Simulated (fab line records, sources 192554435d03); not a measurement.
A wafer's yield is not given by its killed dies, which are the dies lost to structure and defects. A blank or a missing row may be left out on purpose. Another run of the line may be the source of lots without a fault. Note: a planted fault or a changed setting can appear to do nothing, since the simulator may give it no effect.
fab line records    flow n5Finfet
[record] lots = 6  wafers = 17  lastDay = 20
route steps=1938 shown HKMG_FIN@436
lots that met no fault: taken from a fault-free run of the same line
startH: hours from the record's opening day to when the first of the lot's shown wafers began    waitH: how many hours have passed since the lot's step before this one    " the same as in the row above    L1.1+2: a row that stands for several wafers    - no value, or no start was given    * or withheld: withheld    < > ~ a bound
route shown NAME@n: NAME is a module with steps in the file, n the number in the route of the first one    usual: average and standard deviation across the fault-free wafers    same: alike in all rows    chamber/n: place in a boat    sites: readings site by site    _std_site: the values' standard deviation    _edge_site: mean of outer sites minus mean of inner sites    radiusMm: how far each site lies from the wafer's centre    mask NAME#n: copy n    behind: the tool/chamber that last shaped the wafer    hold: why the lot went on hold/how many hours it stayed there/how the hold came to an end    device: the n, p or np transistor that did not switch    end of line: tests run on the same wafers once the route is complete    a step without rows: its recipe alone    killed: not the wafer's yield, but the dies lost to structure and defects at the first sort    map: dies across one wafer; x = killed, . = not, _ = none there
set.NAME: the setting as run; set.NAME@STEP: as run at that earlier step    model.NAME: the simulator's own value behind a step, which no gauge read
lots at some steps of the route; a table a step, a row a wafer
services: when a tool's chamber went out of use (startH, in hours from the record's first day, below 0 if earlier), for how many hours, and the reason
[[steps]]
[step N5_HKMG_FIN_STRIP_33]
[recipe] chemistry = N2/H2  tempC = 40  n2FlowSccm = 200  h2FlowSccm = 200  rfFrequencyHz = 6e+07
[step N5_HKMG_FIN_STRIP_34]
[recipe] chemistry = CF4  resist = SiARC  powerW = 300  biasPowerW = 75  pressureMtorr = 50  cf4FlowSccm = 150  rfFrequencyHz = 6e+07
[step N5_HKMG_FIN_ETCH_35]
[recipe] chemistry = N2/H2  target = SOC  targetDepthA = 2158  ionEnergyEv = 65  biasW = 5  sourceW = 3000  timeS = 243.4  pressureMtorr = 30  n2FlowSccm = 200  h2FlowSccm = 200
[step N5_HKMG_FIN_STRIP_92]
[recipe] chemistry = N2/H2  material = SOC  timeS = 20  powerW = 500  tempC = 40  pressureMtorr = 50  rfFrequencyHz = 6e+07  biasPowerW = 8  h2Frac = 0.5  n2FlowSccm = 300  h2FlowSccm = 300
[step N5_HKMG_FIN_WET_ETCH_18]
[recipe] chemistry = SC1  target = TiN  mix = 1:1:5  tempC = *  timeS = 55  targetDepthNm = 5.2  dry = ipaMarangoni  rinseTimeS = 30  rinseTempC = 23
[step N5_HKMG_FIN_STRIP_19]
[recipe] chemistry = N2/H2  powerW = 2500  tempC = 300  h2Frac = 0.65  timeS = 360  pressureMtorr = withheld  n2FlowSccm = 1750  h2FlowSccm = 3250
[usual] drypumpMotorCurrentA = 6.04/0.2  heaterPowerW = 453/31
lot.wafer  tool            chamber  startH  waitH  drypumpMotorCurrentA  heaterPowerW  rfHoursCounterH
L879.1     plasmaAsher-01  0        75.66   0.0    6.08                  398           36
L879.4     "               1        "       "      6.26                  457           -
L879.6     "               0        "       "      6.10                  417           -
L883.2     plasmaAsher-02  1        99.03   0.0    5.79                  493           91
L883.4     "               0        "       "      6.16                  449           -
L883.5     "               0        "       "      6.17                  442           -
L889.3     plasmaAsher-02  0        135.93  0.1    6.17                  430           -
L889.5     "               0        "       "      6.16                  437           -
L890.3     plasmaAsher-01  1        142.25  0.1    6.20                  460           -
L890.5     "               1        "       "      6.26                  446           -
L890.6     "               0        "       "      6.08                  408           -
L892.3     plasmaAsher-01  0        152.13  0.1    6.09                  411           -
L892.5     "               0        "       "      6.08                  408           -
L892.6     "               1        "       "      6.30                  464           -
L902.2     plasmaAsher-02  1        217.67  0.0    5.76                  488           112
L902.3     "               0        "       "      6.20                  444           -
L902.5     "               0        "       "      6.17                  442           -
[step N5_HKMG_FIN_ALD_91]
[recipe] material = TiN  targetThkA = 10  tempC = 400  aldPrecursorFamily = TiCl4  aldCoReactant = NH3  pulseTimeS = 1  purgeTimeS = 3  coReactantPurgeTimeS = 2  coReactantPulseTimeS = 2  aldCycles = 47  pressureTorr = 3
[usual] aldCycles = 47/0  heaterPowerW = 885/76  precursorPulseHeightRel = 0.997/0.02
lot.wafer  tool         chamber  startH  waitH  aldCycles  heaterPowerW  precursorPulseHeightRel
L879.1     aldMetal-04  1        76.05   0.3    47         1011          1.027
L879.4     "            0        "       "      47         759           0.968
L879.6     "            2        "       "      47         908           0.965
L883.2     aldMetal-03  3        99.41   0.3    47         904           1.018
L883.4     "            0        "       "      47         833           1.013
L883.5     "            3        "       "      47         909           0.980
L889.3     aldMetal-01  0        136.20  0.1    47         938           1.006
L889.5     "            0        "       "      47         930           0.988
L890.3     aldMetal-03  1        142.52  0.1    47         877           0.986
L890.5     "            0        "       "      47         821           1.001
L890.6     "            3        "       "      47         905           1.021
L892.3     aldMetal-03  1        152.40  0.1    47         833           0.983
L892.5     "            2        "       "      47         991           0.952
L892.6     "            3        "       "      47         909           1.008
L902.2     aldMetal-04  0        218.05  0.3    47         752           1.019
L902.3     "            1        "       "      47         1030          1.011
L902.5     "            2        "       "      47         904           0.978
[step N5_HKMG_FIN_COAT_85]
[recipe] resist = SOC  tempC = 250  timeS = 60  spinRpm = 1500  resistThkNm = 300
[step N5_HKMG_FIN_ETCH_86]
[recipe] chemistry = N2/H2  target = SOC  targetDepthA = 3932  stopOn = TiN  ionEnergyEv = 100  biasW = 61  pressureMtorr = 30  sourceW = 850  n2FlowSccm = 200  h2FlowSccm = 200
[usual] drypumpMotorCurrentA = 5.6/0.39  oesProductAu = 0.76/0.06  rfVppV = 240.4/1.4  showerheadPlenumPTorr = 2.51/0.09  throttleValvePct = 17.77/0.2
lot.wafer  tool        chamber  startH  waitH  drypumpMotorCurrentA  oesProductAu  rfHoursCounterH  rfVppV  showerheadPlenumPTorr  throttleValvePct
L879.1     rieDiel-01  3        76.39   -      5.1                   0.80          101              241.0   2.43                   17.65
L879.4     "           0        "       "      6.2                   0.70          198              241.5   2.61                   17.81
L879.6     "           2        "       "      5.1                   0.73          -                241.8   2.56                   18.23
L883.2     rieDiel-01  3        99.93   -      5.0                   0.80          110              240.2   2.43                   17.65
L883.4     "           1        "       "      5.8                   0.82          83               242.4   2.71                   17.69
L883.5     "           1        "       "      5.8                   0.83          -                240.8   2.71                   17.69
L889.3     rieDiel-04  2        136.54  -      5.6                   0.90          19               241.2   2.59                   17.82
L889.5     "           0        "       "      5.8                   0.78          -                239.1   2.57                   17.55
L890.3     rieDiel-05  3        142.86  -      5.5                   0.69          218              238.3   2.37                   17.50
L890.5     "           1        "       "      6.2                   0.78          -                241.2   2.53                   17.93
L890.6     "           2        "       "      5.3                   0.70          -                242.2   2.58                   17.57
L892.3     rieDiel-05  3        152.74  -      5.4                   0.68          221              239.8   2.37                   17.52
L892.5     "           0        "       "      5.2                   0.75          -                237.2   2.43                   17.77
L892.6     "           3        "       "      5.5                   0.69          -                239.5   2.37                   17.52
L902.2     rieDiel-04  2        218.39  -      5.6                   0.86          40               242.3   2.58                   17.87
L902.3     "           1        "       "      6.1                   0.72          188              238.1   2.43                   18.07
L902.5     "           3        "       "      5.5                   0.76          -                238.1   2.42                   17.75
[step N5_HKMG_FIN_STRIP_89]
[recipe] chemistry = N2/H2  material = SOC  timeS = 20  powerW = 500  tempC = 40  pressureMtorr = 50  rfFrequencyHz = 6e+07  biasPowerW = 8  h2Frac = 0.5  n2FlowSccm = 300  h2FlowSccm = 300
[usual] drypumpMotorCurrentA = 5.6/0.4  oesProductAu = 0.77/0.068  powerW = 499.9/1.7  rfVppV = 54.2/0.79  showerheadPlenumPTorr = 3.31/0.11  throttleValvePct = 18.9/0.35
lot.wafer  tool        chamber  startH  waitH  drypumpMotorCurrentA  oesProductAu  powerW  rfHoursCounterH  rfVppV  showerheadPlenumPTorr  throttleValvePct
L879.1     rieDiel-01  3        76.45   0.0    5.1                   0.80          497.3   101              55.1    3.22                   18.7
L879.4     "           0        "       "      6.2                   0.72          497.9   198              55.5    3.44                   19.0
L879.6     "           2        "       "      5.1                   0.75          500.0   -                54.7    3.38                   20.0
L883.2     rieDiel-01  3        99.99   0.0    5.1                   0.79          496.9   110              55.7    3.21                   18.7
L883.4     "           1        "       "      5.9                   0.80          502.7   84               55.5    3.57                   19.0
L883.5     "           1        "       "      5.9                   0.81          500.5   -                53.3    3.57                   19.1
L889.3     rieDiel-04  2        136.60  0.0    5.6                   0.94          502.1   19               55.0    3.42                   18.9
L889.5     "           0        "       "      5.9                   0.78          503.5   -                53.5    3.39                   19.0
L890.3     rieDiel-05  3        142.92  0.0    5.4                   0.68          500.0   218              55.3    3.15                   18.6
L890.5     "           1        "       "      6.2                   0.81          502.8   -                54.6    3.34                   19.0
L890.6     "           2        "       "      5.3                   0.70          499.0   -                53.7    3.41                   18.4
L892.3     rieDiel-05  3        152.80  0.0    5.5                   0.69          502.8   222              53.8    3.14                   18.6
L892.5     "           0        "       "      5.1                   0.75          501.1   -                53.1    3.22                   19.1
L892.6     "           3        "       "      5.5                   0.69          502.9   -                54.3    3.14                   18.6
L902.2     rieDiel-04  2        218.45  0.0    5.6                   0.90          502.3   40               55.4    3.40                   19.0
L902.3     "           1        "       "      6.1                   0.73          497.8   188              54.4    3.21                   19.2
L902.5     "           3        "       "      5.5                   0.78          497.5   -                52.9    3.21                   18.8
[step N5_HKMG_FIN_WET_ETCH_87]
[recipe] chemistry = SC1  target = TiN  mix = 1:2:40  tempC = 50  timeS = 154.2  targetDepthNm = 4.7  dry = ipaMarangoni  rinseTimeS = 30  rinseTempC = 23
[step N5_HKMG_FIN_STRIP_88]
[recipe] chemistry = N2/H2  powerW = 2500  tempC = 300  h2Frac = 0.65  timeS = 360  pressureMtorr = withheld  n2FlowSccm = 1750  h2FlowSccm = 3250
[usual] drypumpMotorCurrentA = 6.06/0.18  heaterPowerW = 449/30
lot.wafer  tool            chamber  startH  waitH  drypumpMotorCurrentA  heaterPowerW  rfHoursCounterH
L879.1     plasmaAsher-02  1        76.64   0.0    5.77                  501           86
L879.4     "               0        "       "      6.17                  447           -
L879.6     "               0        "       "      6.16                  435           -
L883.2     plasmaAsher-01  1        100.18  0.0    6.21                  470           41
L883.4     "               0        "       "      6.11                  412           -
L883.5     "               0        "       "      6.10                  400           -
L889.3     plasmaAsher-02  1        136.91  0.1    5.76                  475           -
L889.5     "               1        "       "      5.75                  498           -
L890.3     plasmaAsher-02  0        143.23  0.1    6.17                  444           -
L890.5     "               0        "       "      6.18                  421           -
L890.6     "               1        "       "      5.78                  478           -
L892.3     plasmaAsher-01  0        153.11  0.1    6.08                  407           -
L892.5     "               0        "       "      6.07                  427           -
L892.6     "               1        "       "      6.28                  465           -
L902.2     plasmaAsher-01  0        218.64  0.0    6.07                  412           64
L902.3     "               1        "       "      6.25                  460           -
L902.5     "               0        "       "      6.10                  407           -
[step N5_HKMG_FIN_NWFM_ALD_20]
[recipe] material = TiAlC  targetThkA = 20  tempC = 300  aldPrecursorFamily = TiCl4  aldCoReactant = TEA  pulseTimeS = 3  purgeTimeS = 2  coReactantPurgeTimeS = 2  coReactantPulseTimeS = 10  aldCycles = 7  pressureTorr = 3
[usual] aldCycles = 7/0  heaterPowerW = 494/44  precursorPulseHeightRel = 1.000/0.019
lot.wafer  tool         chamber  startH  waitH  aldCycles  heaterPowerW  precursorPulseHeightRel  model.TiAlC_of_HKMG_FIN_NWFM_ALD_20.thkNm
L879.1     aldMetal-03  2        77.02   0.3    7          576           1.020                    2
L879.4     "            0        "       "      7          480           0.996                    2
L879.6     "            0        "       "      7          462           1.010                    2
L883.2     aldMetal-01  2        100.57  0.3    7          479           1.011                    2
L883.4     "            0        "       "      7          515           0.988                    2
L883.5     "            3        "       "      7          444           1.004                    2
L889.3     aldMetal-03  3        137.18  0.1    7          507           1.005                    2
L889.5     "            3        "       "      5          505           1.019                    1.4
L890.3     aldMetal-03  1        143.49  0.1    7          469           0.990                    2
L890.5     "            3        "       "      5          520           1.007                    1.4
L890.6     "            2        "       "      7          567           0.976                    2
L892.3     aldMetal-01  0        153.38  0.1    7          510           1.004                    2
L892.5     "            3        "       "      7          443           0.995                    2
L892.6     "            0        "       "      7          497           0.991                    2
L902.2     aldMetal-04  3        219.03  0.3    7          482           1.011                    2
L902.3     "            0        "       "      7          413           0.986                    2
L902.5     "            3        "       "      7          490           1.000                    2
[step N5_HKMG_FIN_ALD_71]
[recipe] material = TiN  targetThkA = 10  tempC = 400  aldPrecursorFamily = TiCl4  aldCoReactant = NH3  pulseTimeS = 1  purgeTimeS = 3  coReactantPurgeTimeS = 2  coReactantPulseTimeS = 2  aldCycles = 47  pressureTorr = 3
[[services]]
tool            chamber  startH  hours  kind
rieDiel-04      2        60.97   -      clean
rieDiel-04      2        60.97   -      consumableReplace:focusRing
rieDiel-04      2        60.97   17.9   scheduledDown
rieDiel-04      2        60.97   17.9   ventCycle
aldMetal-01     1        94.84   24.8   repair
plasmaAsher-02  -        102.12  0.7    repair
aldMetal-04     2        111.80  4.2    repair
plasmaAsher-01  -        149.75  0.5    repair
aldMetal-01     2        157.06  20.6   repair
plasmaAsher-02  -        158.29  5.8    repair
rieDiel-01      2        171.91  16.9   repair
aldMetal-04     -        187.06  0.8    repair
rieDiel-04      2        196.85  3.7    repair
aldMetal-01     -        200.19  1.3    repair
[[key]]
[firstSign] step = N5_HKMG_FIN_NWFM_ALD_20  reading = aldCycles  direction = down  sigmas = 99+  usual = *  struck = *
effect none on later readings
[modelEffect] step = N5_HKMG_FIN_NWFM_ALD_20  value = TiAlC_of_HKMG_FIN_NWFM_ALD_20.thkNm  without = 2  struck = 1.4
metAt N5_HKMG_FIN_NWFM_ALD_20
struckWafers L889.5,L890.5
testerLeftOut L889,L890
onsetBetween 77.02 137.18
[fault] kind = processParameterDrift  tool = aldMetal-03  chamber = -  onsetH = 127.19  steps = N5_HKMG_FIN_NWFM_ALD_20  channel = aldCycles  offset = *  shape = step  endH = 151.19  scope = struckWafersOnly  actsIn = *  stated = *
// testerLeftOut: of these lots the tester's yield and bins aren't shown, on N5 and GAA mostly nor the transistor test; their killed dies are dies lost to structure and defects alone, not to doping, threshold or leakage, so they don't give the yield
